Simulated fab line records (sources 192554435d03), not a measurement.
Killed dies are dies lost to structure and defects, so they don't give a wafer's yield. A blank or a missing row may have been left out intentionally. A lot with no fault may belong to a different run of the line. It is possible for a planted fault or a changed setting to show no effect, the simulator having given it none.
Chamber matching    flow n5_finfet    N5_DUMMY_GATE_ETCH_31 on rie_diel-05 has 4 sister chambers
The step etches SiO2 in C4F6/O2, target depth 82.5 nm, time 27.5 s. 4 wafers are shown with their chamber, then 9 later ones without.

## EACH WAFER AND ITS CHAMBER
wafer   chamber  showerhead_plenum_p_Torr (Torr)
L080.3  3        2.98
L085.1  0        2.75
L085.4  1        2.72
L085.6  2        2.92

## WAFERS WITH NO CHAMBER GIVEN
wafer   showerhead_plenum_p_Torr (Torr)
L091.2  2.72
L091.3  2.74
L091.6  2.97
L092.2  2.74
L092.3  2.91
L092.4  2.72
L096.1  2.74
L096.3  2.97
L096.5  2.91

## WHICH CHAMBER EACH ONE RAN IN
wafer   from the rows above      in truth
L091.2  1                        1
L091.3  can't be placed: 0 or 1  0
L091.6  3                        3
L092.2  can't be placed: 0 or 1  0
L092.3  2                        2
L092.4  1                        1
L096.1  can't be placed: 0 or 1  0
L096.3  3                        3
L096.5  2                        2
Correct placement for 6 of the 9. These rows do not allow placing 3 (true chamber among the candidates in 3). Number placed wrongly: 0.
How it was worked out, from the rows above alone: a wafer's distance from a chamber is the root of the sum, over the readings, of the square of ((its reading less the chamber's mean) divided by the reading's scatter). The wafer belongs to the nearest chamber; if the next one is less than 2 further off, it can't be placed. The mean given for a chamber averages the wafers shown for that chamber. The scatter: root of mean squared gap, hidden wafer to nearest shown wafer, with one shown wafer a chamber.
